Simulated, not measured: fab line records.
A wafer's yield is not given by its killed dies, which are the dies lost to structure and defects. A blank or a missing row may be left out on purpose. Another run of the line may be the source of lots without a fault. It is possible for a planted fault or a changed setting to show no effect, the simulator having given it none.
fab line records ; flow n5_finfet ; part 2 of 2: steps 5 to 6 of 6
record lots=22; wafers=66; last_day=18
route steps=1938 shown BEOL_M10@1513 BEOL_M11@1537
lots that met no fault: from a run of the same line without faults
start_h: hours from the record's first day to the start of the lot's first wafer shown ; wait_h: time in hours since the lot's previous step ; " identical to the entry in the row above ; L1.1+2: several wafers, shown together as one row ; - no value, or no start given ; * or withheld: withheld ; < > ~ a bound
route shown NAME@n: names a module that has steps shown in the file, with the first one's number in the route ; usual: mean/standard deviation taken from wafers without a fault ; same: alike in all rows ; chamber/n: place in a boat ; sites: readings site by site ; _std_site: the values' standard deviation ; _edge_site: outer sites' mean less inner sites' ; radius_mm: how far each site lies from the wafer's centre ; mask NAME#n: copy n ; behind: the tool/chamber that last shaped the wafer ; hold: why the lot was held/for how many hours/how that ended ; device: the n, p or np transistor that did not switch ; end of line: at the end of the route, the tests of the same wafers ; where a step has no rows: the recipe by itself ; killed: dies lost to structure and defects at the first sort, not the wafer's yield ; map: dies across one wafer; x = killed, . = not, _ = none there
set.NAME: setting as actually run; set.NAME@STEP: the setting as run at that earlier step ; model.NAME: the simulator's own value behind a step, which no gauge read
the route's steps for a sample of lots (tables are steps, rows are wafers)
services: from which hour (start_h, from the record's first day; less than 0 if before it) a tool's chamber was out of use, for how many hours, and why
## steps
# step N5_BEOL_M11_ETCH_61
# recipe chemistry=CF4; target=SiARC; target_depth_a=390; mask_material=CAR-ArF; time_s=65; ion_energy_ev=80; pressure_mtorr=40; source_w=545; bias_w=36; Ar_flow_sccm=100; cf4_flow_sccm=100; ends=cleared
# usual drypump_motor_current_A=5.5/0.36; etch_rf_on_time_s=65.0/2.2; oes_product_au=0.68/0.073; rf_vpp_V=184.0/1.1; showerhead_plenum_p_Torr=2.14/0.067; throttle_valve_pct=15.65/0.2
lot.wafer;tool;chamber;start_h;wait_h;drypump_motor_current_A;etch_rf_on_time_s;oes_product_au;rf_hours_counter_h;rf_vpp_V;showerhead_plenum_p_Torr;throttle_valve_pct
L074.1;rie_diel-04;2;225.44;0.0;5.7;65.7;0.61;180;182.6;2.05;15.65
L074.5;rie_diel-04;2;225.44;0.0;5.7;66.0;0.61;-;183.6;2.05;15.65
L074.6;rie_diel-04;1;225.44;0.0;5.0;69.9;0.56;-;183.9;2.10;15.88
L075.3;rie_diel-06;0;232.23;0.0;5.6;64.2;0.62;172;185.1;2.22;15.66
L075.4;rie_diel-06;1;232.23;0.0;5.4;63.4;0.72;78;182.8;2.09;15.81
L075.6;rie_diel-06;1;232.23;0.0;5.4;63.2;0.72;-;183.9;2.09;15.82
L076.1;rie_diel-06;1;243.18;0.0;5.4;63.1;0.71;80;184.5;2.09;15.82
L076.3;rie_diel-06;2;243.18;0.0;6.1;63.2;0.65;147;183.8;2.14;15.63
L076.5;rie_diel-06;0;243.18;0.0;5.6;63.7;0.63;-;185.2;2.22;15.70
L077.1;rie_diel-04;1;243.39;0.0;5.0;71.0;0.56;248;184.5;2.10;15.89
L077.4;rie_diel-04;3;243.39;0.0;5.4;65.3;0.60;216;184.1;2.21;15.82
L077.5;rie_diel-04;2;243.39;0.0;5.8;65.7;0.61;-;183.2;2.05;15.65
L078.1;rie_diel-04;3;243.87;0.0;5.4;64.0;0.60;216;185.1;2.21;15.81
L078.3;rie_diel-04;1;243.87;0.0;5.0;70.2;0.56;248;182.7;2.10;15.89
L078.5;rie_diel-04;2;243.87;0.0;5.7;65.1;0.61;-;181.7;2.05;15.65
L080.3;rie_diel-04;1;272.39;0.0;5.0;67.2;0.81;2;184.1;2.10;15.35
L080.5;rie_diel-04;0;272.39;0.0;5.7;68.0;0.69;-;184.2;2.10;15.56
L080.6;rie_diel-04;1;272.39;0.0;5.0;66.9;0.81;-;182.8;2.10;15.37
L081.1;rie_diel-02;0;277.59;0.0;4.8;62.5;0.83;6;184.2;2.13;15.57
L081.3;rie_diel-02;1;277.59;0.0;6.0;64.6;0.59;231;183.5;2.12;15.87
L081.6;rie_diel-02;2;277.59;0.0;5.8;62.3;0.77;-;183.4;2.09;15.22
L083.1;rie_diel-04;1;281.33;0.0;5.0;68.9;0.80;4;183.2;2.10;15.38
L083.2;rie_diel-04;3;281.33;0.0;5.4;64.8;0.60;227;185.4;2.21;15.84
L083.3;rie_diel-04;2;281.33;0.0;5.7;66.6;0.60;195;182.5;2.04;15.69
L082.1;rie_diel-06;3;300.37;0.0;5.2;65.1;0.71;69;184.3;2.25;15.36
L082.4;rie_diel-06;0;300.37;0.0;5.6;62.6;0.63;-;186.7;2.22;15.72
L082.5;rie_diel-06;1;300.37;0.0;5.4;62.7;0.69;-;182.7;2.08;15.85
L085.1;rie_diel-02;2;310.09;0.0;5.8;62.4;0.76;52;181.9;2.09;15.25
L085.3;rie_diel-02;3;310.09;0.0;5.7;64.4;0.71;80;185.9;2.24;15.82
L085.6;rie_diel-02;3;310.09;0.0;5.7;64.4;0.71;-;184.4;2.24;15.80
L089.2;rie_diel-06;0;317.19;0.0;5.6;63.6;0.62;194;185.6;2.21;15.71
L089.3;rie_diel-06;1;317.19;0.0;5.4;62.2;0.68;102;183.8;2.08;15.85
L089.5;rie_diel-06;1;317.19;0.0;5.4;62.6;0.70;-;182.8;2.08;15.86
L086.1;rie_diel-02;0;317.76;0.0;4.8;62.8;0.79;19;182.6;2.12;15.60
L086.3;rie_diel-02;1;317.76;0.0;6.0;65.7;0.58;245;184.2;2.11;15.90
L086.4;rie_diel-02;2;317.76;0.0;5.8;62.7;0.75;54;181.9;2.09;15.26
L087.1;rie_diel-04;1;317.77;0.0;5.0;67.6;0.77;15;181.6;2.09;15.40
L087.2;rie_diel-04;3;317.77;0.0;5.4;64.5;0.59;238;184.2;2.21;15.87
L087.5;rie_diel-04;0;317.77;0.0;5.7;68.3;0.68;-;183.9;2.10;15.57
L084.2;rie_diel-06;2;317.80;0.0;6.1;63.2;0.64;167;184.0;2.13;15.68
L084.4;rie_diel-06;1;317.80;0.0;5.4;62.0;0.69;102;183.2;2.08;15.87
L084.5;rie_diel-06;0;317.80;0.0;5.6;62.8;0.61;-;184.3;2.21;15.72
L090.2;rie_diel-02;1;318.05;0.0;6.0;64.6;0.58;245;184.0;2.11;15.90
L090.5;rie_diel-02;0;318.05;0.0;4.8;61.3;0.80;-;183.7;2.13;15.60
L090.6;rie_diel-02;1;318.05;0.0;6.0;65.1;0.58;-;182.0;2.11;15.89
L092.1;rie_diel-02;0;347.93;0.0;4.8;63.7;0.78;28;183.3;2.12;15.61
L092.2;rie_diel-02;2;347.93;0.0;5.8;63.3;0.73;64;184.9;2.09;15.26
L092.5;rie_diel-02;0;347.93;0.0;4.8;63.7;0.78;-;183.4;2.12;15.62
L091.2;rie_diel-06;3;348.15;0.0;5.2;66.2;0.68;83;185.4;2.24;15.41
L091.5;rie_diel-06;0;348.15;0.0;5.6;63.3;0.62;-;185.8;2.21;15.74
L091.6;rie_diel-06;3;348.15;0.0;5.2;66.4;0.68;-;185.3;2.24;15.40
L093.3;rie_diel-06;0;355.15;0.0;5.5;63.0;0.61;204;184.3;2.21;15.75
L093.4;rie_diel-06;1;355.15;0.0;5.4;63.2;0.68;114;182.4;2.08;15.89
L093.6;rie_diel-06;1;355.15;0.0;5.4;62.6;0.68;-;183.5;2.08;15.87
L094.3;rie_diel-02;1;372.80;0.0;5.9;64.4;0.83;4;184.7;2.11;15.46
L094.4;rie_diel-02;3;372.80;0.0;5.7;66.0;0.69;100;185.3;2.23;15.86
L094.5;rie_diel-02;3;372.80;0.0;5.7;66.0;0.69;-;184.2;2.23;15.85
L095.1;rie_diel-04;1;373.20;0.0;5.0;67.3;0.74;33;183.3;2.09;15.44
L095.4;rie_diel-04;0;373.20;0.0;5.6;68.2;0.67;-;184.7;2.09;15.62
L095.6;rie_diel-04;2;373.20;0.0;5.7;66.3;0.58;-;183.0;2.04;15.73
L096.2;rie_diel-06;1;378.98;0.0;5.4;61.9;0.68;120;184.9;2.08;15.90
L096.3;rie_diel-06;0;378.98;0.0;5.6;62.7;0.61;211;184.5;2.21;15.77
L096.4;rie_diel-06;3;378.98;0.0;5.2;66.2;0.67;93;184.5;2.24;15.41
L097.1;rie_diel-04;2;380.51;0.0;5.7;66.8;0.58;224;182.7;2.04;15.75
L097.3;rie_diel-04;1;380.51;0.0;5.0;67.7;0.73;36;184.3;2.08;15.45
L097.6;rie_diel-04;1;380.51;0.0;5.0;67.8;0.74;-;184.1;2.08;15.44
# step N5_BEOL_M11_ETCH_65
# recipe chemistry=CF4; target=SiARC; target_depth_a=390; mask_material=CAR-ArF; time_s=65; ion_energy_ev=80; pressure_mtorr=40; source_w=545; bias_w=36; Ar_flow_sccm=100; cf4_flow_sccm=100; ends=cleared
# usual drypump_motor_current_A=5.5/0.36; etch_rf_on_time_s=64.9/2; oes_product_au=0.67/0.072; rf_vpp_V=184.0/1.2; showerhead_plenum_p_Torr=2.14/0.065; throttle_valve_pct=15.65/0.2
lot.wafer;tool;chamber;start_h;wait_h;drypump_motor_current_A;etch_rf_on_time_s;oes_product_au;rf_hours_counter_h;rf_vpp_V;showerhead_plenum_p_Torr;throttle_valve_pct
L074.1;rie_diel-04;1;227.64;0.0;5.0;71.1;0.56;243;183.4;2.10;15.88
L074.5;rie_diel-04;1;227.64;0.0;5.0;70.5;0.56;-;182.7;2.10;15.88
L074.6;rie_diel-04;3;227.64;0.0;5.4;64.7;0.60;-;184.5;2.22;15.81
L075.3;rie_diel-04;2;234.61;0.0;5.7;66.2;0.61;182;183.3;2.05;15.66
L075.4;rie_diel-04;0;234.61;0.0;5.7;67.2;0.70;66;182.9;2.10;15.53
L075.6;rie_diel-04;1;234.61;0.0;5.0;70.8;0.56;-;183.3;2.10;15.89
L076.1;rie_diel-02;2;245.55;0.0;5.8;63.6;0.77;32;181.2;2.10;15.21
L076.3;rie_diel-02;1;245.55;0.0;6.0;66.5;0.59;222;182.6;2.12;15.85
L076.5;rie_diel-02;1;245.55;0.0;6.0;66.4;0.59;-;183.8;2.12;15.85
L077.1;rie_diel-06;3;246.46;0.0;5.2;64.7;0.72;58;186.0;2.25;15.34
L077.4;rie_diel-06;1;246.46;0.0;5.4;62.9;0.71;82;183.1;2.09;15.80
L077.5;rie_diel-06;1;246.46;0.0;5.4;62.9;0.72;-;183.2;2.09;15.82
L078.1;rie_diel-02;2;246.52;0.0;5.8;62.7;0.77;33;182.8;2.10;15.21
L078.3;rie_diel-02;3;246.52;0.0;5.7;64.0;0.74;61;185.3;2.25;15.79
L078.5;rie_diel-02;3;246.52;0.0;5.7;64.1;0.73;-;186.1;2.25;15.76
L080.3;rie_diel-04;3;276.20;0.0;5.4;65.0;0.60;225;183.9;2.21;15.85
L080.5;rie_diel-04;3;276.20;0.0;5.4;64.5;0.61;-;184.5;2.21;15.84
L080.6;rie_diel-04;0;276.20;0.0;5.6;69.0;0.69;-;184.4;2.10;15.56
L081.1;rie_diel-02;0;278.58;0.0;4.8;63.2;0.83;7;183.5;2.13;15.57
L081.3;rie_diel-02;2;278.58;0.0;5.8;62.7;0.77;41;183.3;2.09;15.22
L081.6;rie_diel-02;0;278.58;0.0;4.7;63.0;0.83;-;184.1;2.13;15.56
L083.1;rie_diel-06;3;283.26;0.0;5.2;66.0;0.71;64;185.8;2.25;15.34
L083.2;rie_diel-06;1;283.26;0.0;5.4;64.0;0.69;92;183.8;2.09;15.85
L083.3;rie_diel-06;2;283.26;0.0;6.1;64.1;0.65;159;183.4;2.13;15.67
L082.1;rie_diel-02;3;302.71;0.0;5.7;63.5;0.72;79;185.3;2.24;15.82
L082.4;rie_diel-02;1;302.71;0.0;6.0;65.1;0.58;240;184.4;2.12;15.90
L082.5;rie_diel-02;2;302.71;0.0;5.8;62.4;0.76;-;183.9;2.09;15.24
L085.1;rie_diel-04;0;312.73;0.0;5.6;67.4;0.69;89;184.0;2.10;15.58
L085.3;rie_diel-04;1;312.73;0.0;5.0;67.5;0.77;13;183.4;2.09;15.40
L085.6;rie_diel-04;0;312.73;0.0;5.6;67.6;0.69;-;183.0;2.10;15.59
L084.2;rie_diel-02;1;322.83;0.0;6.0;65.9;0.57;245;182.6;2.11;15.89
L084.4;rie_diel-02;2;322.83;0.0;5.8;62.3;0.75;55;182.7;2.09;15.27
L084.5;rie_diel-02;3;322.83;0.0;5.7;64.7;0.71;-;185.9;2.24;15.83
L087.1;rie_diel-06;2;323.31;0.0;6.1;64.0;0.64;169;183.6;2.13;15.68
L087.2;rie_diel-06;3;323.31;0.0;5.2;66.1;0.69;76;186.6;2.25;15.38
L087.5;rie_diel-06;3;323.31;0.0;5.2;66.6;0.69;-;184.0;2.25;15.37
L089.2;rie_diel-04;1;323.57;0.0;5.0;67.8;0.77;16;183.3;2.09;15.41
L089.3;rie_diel-04;0;323.57;0.0;5.6;67.9;0.68;92;182.7;2.10;15.60
L089.5;rie_diel-04;0;323.57;0.0;5.6;67.5;0.69;-;181.3;2.10;15.58
L090.2;rie_diel-02;3;323.81;0.0;5.7;64.7;0.71;84;185.5;2.24;15.79
L090.5;rie_diel-02;3;323.81;0.0;5.7;65.2;0.70;-;184.5;2.24;15.82
L090.6;rie_diel-02;2;323.81;0.0;5.8;62.2;0.75;-;184.0;2.09;15.26
L086.1;rie_diel-02;2;328.48;0.0;5.8;62.7;0.75;57;184.5;2.09;15.25
L086.3;rie_diel-02;3;328.48;0.0;5.7;64.9;0.71;85;186.3;2.24;15.81
L086.4;rie_diel-02;1;328.48;0.0;6.0;65.4;0.58;247;184.0;2.11;15.91
L092.1;rie_diel-06;0;348.91;0.0;5.6;63.6;0.60;201;184.5;2.21;15.74
L092.2;rie_diel-06;2;348.91;0.0;6.1;63.7;0.63;176;185.3;2.13;15.69
L092.5;rie_diel-06;3;348.91;0.0;5.2;65.5;0.69;-;186.0;2.24;15.41
L091.2;rie_diel-04;0;349.40;0.0;5.6;68.3;0.68;100;183.2;2.09;15.61
L091.5;rie_diel-04;0;349.40;0.0;5.6;68.9;0.67;-;185.2;2.09;15.62
L091.6;rie_diel-04;1;349.40;0.0;5.0;67.5;0.75;-;184.4;2.09;15.43
L093.3;rie_diel-02;3;356.29;0.0;5.7;66.3;0.69;97;185.4;2.23;15.82
L093.4;rie_diel-02;2;356.29;0.0;5.8;63.0;0.74;68;183.3;2.08;15.29
L093.6;rie_diel-02;1;356.29;0.0;6.0;63.6;0.87;-;184.2;2.11;15.44
L094.3;rie_diel-06;2;373.87;0.0;6.1;63.2;0.63;182;184.2;2.12;15.72
L094.4;rie_diel-06;3;373.87;0.0;5.2;66.0;0.68;91;187.2;2.24;15.42
L094.5;rie_diel-06;2;373.87;0.0;6.1;63.3;0.63;-;183.1;2.12;15.71
L095.1;rie_diel-06;3;374.33;0.0;5.2;67.4;0.67;92;185.9;2.24;15.41
L095.4;rie_diel-06;2;374.33;0.0;6.1;64.1;0.63;183;184.2;2.12;15.70
L095.6;rie_diel-06;3;374.33;0.0;5.2;67.1;0.68;-;184.8;2.24;15.42
L097.1;rie_diel-06;2;382.27;0.0;6.1;64.5;0.62;185;183.4;2.12;15.72
L097.3;rie_diel-06;1;382.27;0.0;5.4;63.2;0.67;121;184.8;2.08;15.89
L097.6;rie_diel-06;2;382.27;0.0;6.1;64.1;0.63;-;183.7;2.12;15.72
L096.2;rie_diel-06;0;382.74;0.0;5.6;63.1;0.61;212;184.4;2.21;15.78
L096.3;rie_diel-06;2;382.74;0.0;6.1;63.8;0.62;185;184.3;2.12;15.71
L096.4;rie_diel-06;1;382.74;0.0;5.4;63.4;0.67;121;183.1;2.08;15.90
## services
tool;chamber;start_h;hours;kind
cmp-01;-;200.65;0.3;repair
cmp-01;-;203.69;1.4;repair
uv_cure-01;-;205.79;7.5;pm
cmp-04;-;214.51;0.7;repair
rie_diel-04;0;222.79;11.3;repair
uv_cure-03;-;225.12;2.8;pm
rie_diel-04;2;228.08;2.4;repair
uv_cure-03;-;247.76;1.0;pm
rie_diel-03;1;260.43;9.6;repair
rie_diel-03;3;273.20;6.0;repair
cmp-04;-;280.88;4.0;pm
cmp-01;-;291.28;3.5;repair
rie_diel-06;2;299.45;8.1;repair
cmp-04;-;307.64;0.8;repair
uv_cure-01;-;315.48;1.0;pm
rie_diel-03;1;316.51;4.1;repair
cmp-04;-;317.39;1.4;repair
uv_cure-01;-;331.95;24.9;pm
rie_diel-06;0;337.05;4.8;repair
rie_diel-03;2;343.20;4.2;repair
cmp-04;-;343.84;3.1;repair
cmp-01;-;346.94;1.4;repair
cmp-04;-;360.63;0.3;repair
cmp-01;-;362.80;4.0;pm
